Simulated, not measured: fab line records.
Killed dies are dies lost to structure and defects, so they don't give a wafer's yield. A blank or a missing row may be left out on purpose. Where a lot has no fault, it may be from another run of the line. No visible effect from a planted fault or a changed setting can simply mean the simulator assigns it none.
fab line records | flow nand_harc
[record] lots = 14 | wafers = 42 | last_day = 24
route steps=1159 shown A_SOURCE_PLATE@420 A_ONON_D1@428 END@1159
lots untouched by any fault: they come from a run of this same line in which no faults occurred
start_h: start of the lot's first displayed wafer, in hours after the record's first day | wait_h: hours elapsed since this lot's preceding step | " unchanged from the row above | L1.1+2: several wafers, shown together as one row | - either no value or no given start | * or withheld: withheld | < > ~ a bound
route shown NAME@n: NAME is a module with steps in the file, n the number in the route of the first one | usual: mean/standard deviation taken from wafers without a fault | same: alike in all rows | chamber/n: place in a boat | sites: the reading at each site | _std_site: standard deviation across them | _edge_site: mean of outer sites minus mean of inner sites | radius_mm: how far each site lies from the wafer's centre | mask NAME#n: copy n | behind: tool/chamber where the wafer was last shaped | hold: what put the lot on hold/how long, in hours/how the hold closed | device: whichever transistor did not switch (one of n, p or np) | end of line: at the end of the route, the tests of the same wafers | a step with no rows: only its recipe | killed: at the first sort, the dies lost to defects and structure; wafer yield is something else | map: dies across one wafer; x = killed, . = not, _ = none there
set.NAME: the setting the step ran with; set.NAME@STEP: the setting that earlier step ran with | model.NAME: the simulator's own value behind a step, which no gauge read
one table for each step of the route and one row for each wafer, over a sample of lots
services: the hour from which a tool's chamber was out of use, counted from the record's first day as start_h (under 0 if before that day), plus the number of hours and why
[[steps]]
[step NHARC_A_SOURCE_PLATE_THK_MEAS_06]
[recipe] thk_meas_gauge = ellipsometry
[usual] thk_nm = 201.1/1.9
lot.wafer | tool          | chamber | start_h | wait_h | thk_nm
L204.2    | film_metro-02 | -       | 163.70  | 0.4    | 202.6
L204.4    | "             | -       | "       | "      | 200.8
L204.6    | "             | -       | "       | "      | 200.8
L205.2    | film_metro-02 | -       | 168.54  | 0.4    | 199.3
L205.3    | "             | -       | "       | "      | 200.3
L205.5    | "             | -       | "       | "      | 200.4
L206.2    | film_metro-01 | -       | 172.10  | 0.4    | 201.6
L206.3    | "             | -       | "       | "      | 201.3
L206.6    | "             | -       | "       | "      | 201.2
L207.2    | film_metro-01 | -       | 180.32  | 0.4    | 201.9
L207.3    | "             | -       | "       | "      | 201.3
L207.5    | "             | -       | "       | "      | 199.7
L210.2    | film_metro-01 | -       | 184.11  | 0.4    | 199.8
L210.5    | "             | -       | "       | "      | 199.4
L210.6    | "             | -       | "       | "      | 197.7
L209.3    | film_metro-02 | -       | 184.11  | 0.4    | 199.1
L209.4    | "             | -       | "       | "      | 201.0
L209.5    | "             | -       | "       | "      | 196.7
L212.2    | film_metro-01 | -       | 196.48  | 0.4    | 198.7
L212.3    | "             | -       | "       | "      | 201.4
L212.6    | "             | -       | "       | "      | 197.7
L215.2    | film_metro-02 | -       | 220.99  | 0.4    | 199.6
L215.3    | "             | -       | "       | "      | 204.1
L215.4    | "             | -       | "       | "      | 202.4
L219.1    | film_metro-01 | -       | 253.22  | 0.4    | 199.5
L219.2    | "             | -       | "       | "      | 198.3
L219.6    | "             | -       | "       | "      | 199.2
L221.2    | film_metro-02 | -       | 261.55  | 0.4    | 201.2
L221.3    | "             | -       | "       | "      | 202.0
L221.6    | "             | -       | "       | "      | 201.6
L222.2    | film_metro-01 | -       | 261.55  | 0.4    | 202.6
L222.3    | "             | -       | "       | "      | 202.4
L222.6    | "             | -       | "       | "      | 204.4
L223.2    | film_metro-01 | -       | 271.37  | 0.4    | 204.9
L223.3    | "             | -       | "       | "      | 204.4
L223.5    | "             | -       | "       | "      | 204.1
L225.1    | film_metro-02 | -       | 288.18  | 0.4    | 199.0
L225.2    | "             | -       | "       | "      | 201.5
L225.4    | "             | -       | "       | "      | 199.3
L227.2    | film_metro-02 | -       | 303.66  | 0.4    | 202.3
L227.5    | "             | -       | "       | "      | 204.8
L227.6    | "             | -       | "       | "      | 206.1
[step NHARC_A_ONON_D1_DEP_06]
[recipe] target_thk_a = 10000 | n2_flow_sccm = 2750 | n2o_flow_sccm = 2000 | nh3_flow_sccm = 500 | sih4_flow_sccm = 210 | temp_c = 400
[usual] n2_flow_sccm = 2749/8.6 | n2o_flow_sccm = 2000/5.7
lot.wafer | tool          | chamber | start_h | wait_h | n2_flow_sccm | n2o_flow_sccm
L204.2    | pecvd_onon-02 | 0       | 165.06  | 0.1    | 2748         | 1999
L204.4    | "             | 0       | "       | "      | 2747         | 2002
L204.6    | "             | 0       | "       | "      | 2748         | 2001
L205.2    | pecvd_onon-02 | 0       | 169.89  | 0.1    | 2762         | 1997
L205.3    | "             | 0       | "       | "      | 2755         | 1995
L205.5    | "             | 0       | "       | "      | 2752         | 2007
L206.2    | pecvd_onon-01 | 0       | 173.45  | 0.1    | 2749         | 2001
L206.3    | "             | 0       | "       | "      | 2748         | 1991
L206.6    | "             | 0       | "       | "      | 2747         | 1998
L207.2    | pecvd_onon-02 | 0       | 181.63  | 0.1    | 2749         | 2001
L207.3    | "             | 0       | "       | "      | 2752         | 2003
L207.5    | "             | 0       | "       | "      | 2761         | 2001
L210.2    | pecvd_onon-01 | 0       | 185.43  | 0.1    | 2747         | 1990
L210.5    | "             | 0       | "       | "      | 2760         | 1992
L210.6    | "             | 0       | "       | "      | 2760         | 2002
L209.3    | pecvd_onon-03 | 0       | 185.49  | 0.2    | 2745         | 2005
L209.4    | "             | 0       | "       | "      | 2731         | 2013
L209.5    | "             | 0       | "       | "      | 2744         | 1998
L212.2    | pecvd_onon-03 | 0       | 197.80  | 0.1    | 2752         | 1995
L212.3    | "             | 0       | "       | "      | 2756         | 2002
L212.6    | "             | 0       | "       | "      | 2752         | 1995
L215.2    | pecvd_onon-01 | 0       | 222.32  | 0.1    | 2751         | 1994
L215.3    | "             | 0       | "       | "      | 2742         | 1999
L215.4    | "             | 0       | "       | "      | 2746         | 1993
L219.1    | pecvd_onon-01 | 0       | 254.48  | 0.1    | 2751         | 2001
L219.2    | "             | 0       | "       | "      | 2746         | 2002
L219.6    | "             | 0       | "       | "      | 2747         | 2005
L221.2    | pecvd_onon-01 | 0       | 262.87  | 0.1    | 2749         | 2000
L221.3    | "             | 0       | "       | "      | 2747         | 2001
L221.6    | "             | 0       | "       | "      | 2747         | 2002
L222.2    | pecvd_onon-02 | 0       | 263.10  | 0.3    | 2725         | 1997
L222.3    | "             | 0       | "       | "      | 2733         | 1993
L222.6    | "             | 0       | "       | "      | 2743         | 1997
L223.2    | pecvd_onon-03 | 0       | 272.71  | 0.1    | 2747         | 2000
L223.3    | "             | 0       | "       | "      | 2751         | 2003
L223.5    | "             | 0       | "       | "      | 2750         | 1996
L225.1    | pecvd_onon-03 | 0       | 289.45  | 0.1    | 2742         | 1998
L225.2    | "             | 0       | "       | "      | 2732         | 1994
L225.4    | "             | 0       | "       | "      | 2744         | 1983
L227.2    | pecvd_onon-03 | 0       | 304.98  | 0.1    | 2747         | 2004
L227.5    | "             | 0       | "       | "      | 2748         | 2011
L227.6    | "             | 0       | "       | "      | 2747         | 2004
[step NHARC_A_ONON_D1_THK_MEAS_08]
[recipe] thk_meas_gauge = ellipsometry
[usual] thk_nm = 998/10
lot.wafer | tool          | chamber | start_h | wait_h | hold                     | thk_nm
L204.2    | film_metro-01 | -       | 165.51  | -      | -                        | 996
L204.4    | "             | -       | "       | "      | -                        | 994
L204.6    | "             | -       | "       | "      | -                        | 993
L205.2    | film_metro-01 | -       | 170.35  | -      | -                        | 1009
L205.3    | "             | -       | "       | "      | -                        | 1008
L205.5    | "             | -       | "       | "      | -                        | 1010
L206.2    | film_metro-02 | -       | 173.91  | -      | -                        | 994
L206.3    | "             | -       | "       | "      | -                        | 995
L206.6    | "             | -       | "       | "      | -                        | 996
L207.2    | film_metro-01 | -       | 182.08  | -      | -                        | 1010
L207.3    | "             | -       | "       | "      | -                        | 1011
L207.5    | "             | -       | "       | "      | -                        | 1011
L209.3    | film_metro-02 | -       | 185.88  | -      | -                        | 998
L209.4    | "             | -       | "       | "      | -                        | 997
L209.5    | "             | -       | "       | "      | -                        | 997
L210.2    | film_metro-01 | -       | 185.88  | -      | -                        | 1011
L210.5    | "             | -       | "       | "      | -                        | 1011
L210.6    | "             | -       | "       | "      | -                        | 1012
L212.2    | film_metro-02 | -       | 198.25  | -      | -                        | 986
L212.3    | "             | -       | "       | "      | -                        | 987
L212.6    | "             | -       | "       | "      | -                        | 988
L215.2    | film_metro-01 | -       | 222.77  | -      | -                        | 1021
L215.3    | "             | -       | "       | "      | -                        | 1021
L215.4    | "             | -       | "       | "      | -                        | 1022
L219.1    | film_metro-01 | -       | 254.99  | -      | await_dispo/0.2h/release | 1557
L219.2    | "             | -       | "       | "      | await_dispo/0.2h/release | 1555
L219.6    | "             | -       | "       | "      | await_dispo/0.2h/release | 1556
L219.1    | film_metro-01 | -       | 255.16  | 0.2    | -                        | 1556
L219.2    | "             | -       | "       | "      | -                        | 1558
L219.6    | "             | -       | "       | "      | -                        | 1557
L221.2    | film_metro-02 | -       | 263.32  | -      | await_dispo/0.2h/release | 1562
L221.3    | "             | -       | "       | "      | await_dispo/0.2h/release | 1561
L221.6    | "             | -       | "       | "      | await_dispo/0.2h/release | 1563
L221.2    | film_metro-02 | -       | 263.50  | 0.2    | -                        | 1563
L221.3    | "             | -       | "       | "      | -                        | 1562
L221.6    | "             | -       | "       | "      | -                        | 1564
L222.2    | film_metro-02 | -       | 263.56  | -      | -                        | 1011
L222.3    | "             | -       | "       | "      | -                        | 1010
L222.6    | "             | -       | "       | "      | -                        | 1010
L223.2    | film_metro-02 | -       | 273.16  | -      | -                        | 1001
L223.3    | "             | -       | "       | "      | -                        | 1001
L223.5    | "             | -       | "       | "      | -                        | 1003
L225.1    | film_metro-01 | -       | 289.97  | -      | -                        | 1002
L225.2    | "             | -       | "       | "      | -                        | 1001
L225.4    | "             | -       | "       | "      | -                        | 1001
L227.2    | film_metro-02 | -       | 305.43  | -      | -                        | 996
L227.5    | "             | -       | "       | "      | -                        | 994
L227.6    | "             | -       | "       | "      | -                        | 994
[step NHARC_A_ONON_D1_THK_MEAS_11]
[recipe] thk_meas_gauge = ellipsometry
[usual] thk_nm = 999/9.5
lot.wafer | tool          | chamber | start_h | wait_h | thk_nm
L204.2    | film_metro-02 | -       | 166.07  | -      | 999
L204.4    | "             | -       | "       | "      | 997
L204.6    | "             | -       | "       | "      | 1000
L205.2    | film_metro-02 | -       | 170.92  | -      | 994
L205.3    | "             | -       | "       | "      | 993
L205.5    | "             | -       | "       | "      | 992
L206.2    | film_metro-01 | -       | 174.47  | -      | 998
L206.3    | "             | -       | "       | "      | 997
L206.6    | "             | -       | "       | "      | 997
L207.2    | film_metro-02 | -       | 182.65  | -      | 1005
L207.3    | "             | -       | "       | "      | 1004
L207.5    | "             | -       | "       | "      | 1006
L209.3    | film_metro-01 | -       | 186.44  | -      | 995
L209.4    | "             | -       | "       | "      | 994
L209.5    | "             | -       | "       | "      | 994
L210.2    | film_metro-01 | -       | 186.45  | -      | 1002
L210.5    | "             | -       | "       | "      | 1001
L210.6    | "             | -       | "       | "      | 1004
L212.2    | film_metro-01 | -       | 198.82  | -      | 989
L212.3    | "             | -       | "       | "      | 988
L212.6    | "             | -       | "       | "      | 987
L215.2    | film_metro-02 | -       | 223.34  | -      | 1002
L215.3    | "             | -       | "       | "      | 1000
L215.4    | "             | -       | "       | "      | 1000
L222.2    | film_metro-01 | -       | 264.12  | -      | 995
L222.3    | "             | -       | "       | "      | 998
L222.6    | "             | -       | "       | "      | 998
L223.2    | film_metro-02 | -       | 273.73  | -      | 996
L223.3    | "             | -       | "       | "      | 996
L223.5    | "             | -       | "       | "      | 994
L225.1    | film_metro-02 | -       | 290.53  | -      | 1000
L225.2    | "             | -       | "       | "      | 998
L225.4    | "             | -       | "       | "      | 1000
L227.2    | film_metro-02 | -       | 305.99  | -      | 1017
L227.5    | "             | -       | "       | "      | 1015
L227.6    | "             | -       | "       | "      | 1014
[step NHARC_A_ONON_D1_THK_MEAS_34]
[recipe] thk_meas_gauge = ellipsometry
[usual] thk_nm = 199.7/2.9
lot.wafer | tool          | chamber | start_h | wait_h | thk_nm
L204.2    | film_metro-02 | -       | 179.75  | -      | 198.7
L204.4    | "             | -       | "       | "      | 199.5
L204.6    | "             | -       | "       | "      | 204.3
L205.2    | film_metro-02 | -       | 179.85  | -      | 199.9
L205.3    | "             | -       | "       | "      | 197.5
L205.5    | "             | -       | "       | "      | 194.7
L206.2    | film_metro-01 | -       | 184.87  | -      | 200.3
L206.3    | "             | -       | "       | "      | 200.5
L206.6    | "             | -       | "       | "      | 205.2
L207.2    | film_metro-02 | -       | 193.04  | -      | 195.3
L207.3    | "             | -       | "       | "      | 202.0
L207.5    | "             | -       | "       | "      | 200.9
L209.3    | film_metro-01 | -       | 196.89  | -      | 201.9
L209.4    | "             | -       | "       | "      | 203.1
L209.5    | "             | -       | "       | "      | 204.5
L210.2    | film_metro-02 | -       | 196.95  | -      | 200.2
L210.5    | "             | -       | "       | "      | 202.6
L210.6    | "             | -       | "       | "      | 200.0
L212.2    | film_metro-01 | -       | 209.25  | -      | 200.1
L212.3    | "             | -       | "       | "      | 201.9
L212.6    | "             | -       | "       | "      | 201.0
L215.2    | film_metro-02 | -       | 233.76  | -      | 194.7
L215.3    | "             | -       | "       | "      | 200.1
L215.4    | "             | -       | "       | "      | 202.7
L222.2    | film_metro-01 | -       | 274.55  | -      | 195.1
L222.3    | "             | -       | "       | "      | 196.4
L222.6    | "             | -       | "       | "      | 200.7
L223.2    | film_metro-01 | -       | 285.06  | -      | 199.2
L223.3    | "             | -       | "       | "      | 199.6
L223.5    | "             | -       | "       | "      | 202.4
L225.1    | film_metro-02 | -       | 303.05  | -      | 198.1
L225.2    | "             | -       | "       | "      | 197.0
L225.4    | "             | -       | "       | "      | 199.2
L227.2    | film_metro-02 | -       | 316.54  | -      | 195.6
L227.5    | "             | -       | "       | "      | 200.9
L227.6    | "             | -       | "       | "      | 201.4
[step NHARC_END_SORT_01]
[recipe] temp_c = 25
[usual] defect_limited_yield = 96.2/1.3 | killed_at_array = 21/8.9 | killed_at_other = 0.8/1.3 | killed_at_periphery = 3.6/2.4 | killed_dies = 26/8.9 | killed_open = 3.1/1.8 | killed_short = 1.9/1.3 | sort_bin_2_pct = 1.2/0.54 | sort_bin_3_pct = 0.21/0.17 | sort_bin_4_pct = 2.4/0.91 | sort_n_pass = 651/8.9 | sort_rim_yield_pct = 95.0/2.8 | sort_yield_pct = 96.2/1.3
[same] gross_dies = 677 | sort_bin_5_pct[%] = 0 | sort_bin_6_pct[%] = 0 | sort_bin_7_pct[%] = 0 | sort_bin_8_pct[%] = 0 | sort_rim_n_gross = 106.00
lot.wafer | tool      | chamber | start_h | wait_h | defect_limited_yield[%] | killed_at_array | killed_at_other | killed_at_periphery | killed_dies | killed_open | killed_short | sort_bin_2_pct[%] | sort_bin_3_pct[%] | sort_bin_4_pct[%] | sort_n_pass | sort_rim_yield_pct[%] | sort_yield_pct[%]
L206.2    | prober-02 | 0       | 446.94  | 2.8    | 96.8                    | 17              | 1               | 4                   | 22          | 4           | 0            | 1.2               | 0.30              | 1.8               | 655         | 94.3                  | 96.8
L206.3    | prober-02 | 0       | 447.72  | 3.1    | 96.6                    | 18              | 2               | 3                   | 23          | 5           | 3            | 1.0               | 0.15              | 2.2               | 654         | 97.2                  | 96.6
L206.6    | prober-02 | 0       | 450.08  | 3.9    | 97.5                    | 16              | 0               | 1                   | 17          | 2           | 0            | 0.9               | 0.15              | 1.5               | 660         | 94.3                  | 97.5
L209.3    | prober-02 | 0       | 465.17  | 3.1    | 95.1                    | 32              | 1               | 0                   | 33          | 2           | 0            | 1.2               | 0.15              | 3.5               | 644         | 92.5                  | 95.1
L209.4    | prober-02 | 0       | 465.97  | 3.4    | 94.5                    | 37              | 0               | 0                   | 37          | 1           | 1            | 2.1               | 0.30              | 3.1               | 640         | 95.3                  | 94.5
L209.5    | prober-02 | 0       | 466.76  | 3.7    | 95.3                    | 29              | 0               | 3                   | 32          | 2           | 2            | 1.8               | 0                 | 3.0               | 645         | 92.5                  | 95.3
L212.2    | prober-02 | 0       | 485.81  | 2.8    | 91.4                    | 47              | 1               | 10                  | 58          | 11          | 5            | 3.8               | 0.30              | 4.4               | 619         | 86.8                  | 91.4
L212.3    | prober-02 | 0       | 486.60  | 3.1    | 93.2                    | 37              | 0               | 9                   | 46          | 3           | 3            | 2.1               | 0.30              | 4.4               | 631         | 88.7                  | 93.2
L212.6    | prober-02 | 0       | 488.98  | 4.0    | 93.8                    | 35              | 1               | 6                   | 42          | 4           | 0            | 1.3               | 0                 | 4.9               | 635         | 91.5                  | 93.8
L222.2    | prober-01 | 0       | 551.88  | 2.8    | 96.2                    | 22              | 0               | 4                   | 26          | 5           | 1            | 1.3               | 0.59              | 1.9               | 651         | 93.4                  | 96.2
L222.3    | prober-01 | 0       | 552.69  | 3.1    | 95.6                    | 28              | 0               | 2                   | 30          | 3           | 2            | 1.5               | 0.15              | 2.8               | 647         | 99.1                  | 95.6
L222.6    | prober-01 | 0       | 555.10  | 4.0    | 96.6                    | 20              | 0               | 3                   | 23          | 1           | 3            | 0.9               | 0.15              | 2.4               | 654         | 96.2                  | 96.6
L225.1    | prober-01 | 0       | 560.47  | 2.5    | 97.0                    | 14              | 0               | 6                   | 20          | 5           | 2            | 0.9               | 0.15              | 1.9               | 657         | 94.3                  | 97.0
L225.2    | prober-01 | 0       | 561.28  | 2.8    | 97.5                    | 13              | 1               | 3                   | 17          | 2           | 3            | 1.2               | 0.15              | 1.2               | 660         | 98.1                  | 97.5
L225.4    | prober-01 | 0       | 562.90  | 3.4    | 97.5                    | 15              | 1               | 1                   | 17          | 2           | 3            | 0.4               | 0                 | 2.1               | 660         | 96.2                  | 97.5
// killed by level:class
L206.2 A_CHANNEL_HOLE_D1:chamber_film_flake=7 A_SLIT:chamber_film_flake=5 A_CONTACT:chamber_film_flake=3 A_CONTACT:geometric_particle:open=2 P_STI:chamber_film_flake=2 P_GATE:geometric_particle:open=1 P_CONTACT:geometric_particle:open=1 THIN_TSV:chamber_film_flake=1
L206.3 A_CONTACT:geometric_particle:open=4 A_CONTACT:chamber_film_flake=4 A_STAIRCASE:chamber_film_flake=3 A_SLIT:chamber_film_flake=2 THIN_TSV:chamber_film_flake=2 P_CONTACT:geometric_particle:open=1 A_CHANNEL_FILL_D1:geometric_particle:short=1 A_WL_FILL:geometric_particle:short=1
L206.6 A_CONTACT:chamber_film_flake=5 A_CHANNEL_HOLE_D1:chamber_film_flake=3 A_SLIT:chamber_film_flake=3 A_STAIRCASE:chamber_film_flake=2 A_CHANNEL_HOLE_D1:geometric_particle:open=1 A_SGD_CUT:geometric_particle:open=1 P_GATE:chamber_film_flake=1 A_WL_FILL:chamber_film_flake=1
L209.3 A_CHANNEL_HOLE_D1:chamber_film_flake=11 A_CONTACT:chamber_film_flake=8 A_SLIT:chamber_film_flake=6 A_STAIRCASE:chamber_film_flake=5 A_CONTACT:geometric_particle:open=1 STARTING-WAFER:geometric_particle:open=1 A_WL_FILL:chamber_film_flake=1
L209.4 A_CHANNEL_HOLE_D1:chamber_film_flake=16 A_SLIT:chamber_film_flake=9 A_CONTACT:chamber_film_flake=6 A_STAIRCASE:chamber_film_flake=2 A_WL_FILL:chamber_film_flake=2 A_SGD_CUT:geometric_particle:short=1 A_CONTACT:geometric_particle:open=1
L209.5 A_CHANNEL_HOLE_D1:chamber_film_flake=10 A_SLIT:chamber_film_flake=7 A_CONTACT:chamber_film_flake=5 A_STAIRCASE:chamber_film_flake=4 A_WL_FILL:chamber_film_flake=2 P_GATE:geometric_particle:open=1 P_M0:geometric_particle:open=1 P_M0:geometric_particle:short=1
L212.2 A_CHANNEL_HOLE_D1:chamber_film_flake=17 A_SLIT:chamber_film_flake=11 P_M0:chamber_film_flake=4 A_CHANNEL_FILL_D1:geometric_particle:open=3 P_GATE:chamber_film_flake=3 A_ZERO_WELL:chamber_film_flake=3 P_M2:geometric_particle:open=2 A_ONON_D1:geometric_particle:short=2
L212.3 A_CHANNEL_HOLE_D1:chamber_film_flake=20 P_M0:chamber_film_flake=6 A_SLIT:chamber_film_flake=5 A_M0:chamber_film_flake=3 P_GATE:chamber_film_flake=2 A_CONTACT:chamber_film_flake=2 P_M0:geometric_particle:short=1 A_ONON_D1:geometric_particle:short=1
L212.6 A_CHANNEL_HOLE_D1:chamber_film_flake=11 A_SLIT:chamber_film_flake=10 A_CONTACT:chamber_film_flake=5 A_M0:chamber_film_flake=5 P_M0:chamber_film_flake=4 A_M0:geometric_particle:open=2 P_GATE:geometric_particle:open=1 A_CONTACT:geometric_particle:open=1
L222.2 A_CHANNEL_HOLE_D1:chamber_film_flake=14 A_CONTACT:chamber_film_flake=3 P_CONTACT:geometric_particle:open=2 P_CONTACT:geometric_particle:short=1 A_CHANNEL_FILL_D1:geometric_particle:open=1 A_WL_FILL:geometric_particle:open=1 A_CONTACT:geometric_particle:open=1 P_GATE:chamber_film_flake=1
L222.3 A_CHANNEL_HOLE_D1:chamber_film_flake=21 A_CONTACT:chamber_film_flake=3 P_CONTACT:geometric_particle:open=2 A_SOURCE_PLATE:geometric_particle:short=1 A_ONON_D1:geometric_particle:open=1 A_WL_FILL:geometric_particle:short=1 A_STAIRCASE:chamber_film_flake=1
L222.6 A_CHANNEL_HOLE_D1:chamber_film_flake=15 A_STAIRCASE:chamber_film_flake=2 P_M0:geometric_particle:short=1 P_M0:geometric_particle:open=1 A_SGD_CUT:geometric_particle:short=1 A_M1:geometric_particle:short=1 P_GATE:chamber_film_flake=1 A_CONTACT:chamber_film_flake=1
L225.1 A_CHANNEL_HOLE_D1:chamber_film_flake=4 A_CONTACT:chamber_film_flake=4 P_GATE:chamber_film_flake=3 P_GATE:geometric_particle:open=1 P_GATE:geometric_particle:short=1 P_M0:geometric_particle:short=1 A_SOURCE_PLATE:geometric_particle:open=1 A_CHANNEL_FILL_D1:geometric_particle:open=1
L225.2 A_CONTACT:chamber_film_flake=4 A_CHANNEL_HOLE_D1:chamber_film_flake=4 P_CONTACT:geometric_particle:open=1 A_ONON_D1:geometric_particle:short=1 A_CHANNEL_HOLE_D1:geometric_particle:short=1 A_WL_FILL:geometric_particle:short=1 THIN_TSV:chamber_film_flake=1 A_CONTACT:geometric_particle:open=1
L225.4 A_CHANNEL_HOLE_D1:chamber_film_flake=8 A_CONTACT:chamber_film_flake=3 A_CONTACT:geometric_particle:short=2 P_M1:geometric_particle:open=1 A_ONON_D1:geometric_particle:short=1 A_CONTACT:geometric_particle:open=1 THIN_TSV:chamber_film_flake=1
[[services]]
tool          | chamber | start_h | hours | kind
pecvd_onon-03 | -       | 153.21  | 13.0  | pm
pecvd_onon-01 | -       | 195.00  | 13.0  | pm
pecvd_onon-02 | -       | 292.00  | 13.0  | pm
[[key]]
[first_sign] step = NHARC_A_ONON_D1_THK_MEAS_08 | reading = visit | direction = added
[effect] step = NHARC_A_ONON_D1_THK_MEAS_08 | reading = thk_nm | direction = up | sigmas = 56 | usual = 998 | struck = 1559
met_at NHARC_A_ONON_D1_DEP_06
struck_lots L219,L221
struck_wafers L219.1,L219.2,L219.6,L221.2,L221.3,L221.6
scrapped_behind NHARC_A_ONON_D1_THK_MEAS_08 L219.1,L219.2,L219.6,L221.2,L221.3,L221.6
not_acting_at NHARC_A_SOURCE_PLATE_THK_MEAS_06,NHARC_A_ONON_D1_THK_MEAS_11,NHARC_A_ONON_D1_THK_MEAS_34
onset_between 222.32 254.48
[fault] kind = process_parameter_drift | tool = pecvd_onon-01 | chamber = 0 | onset_h = 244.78 | steps = NHARC_A_ONON_D1_DEP_06 | channel = target_thk_a | offset = * | shape = step | end_h = 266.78 | acts_in = * | stated = *
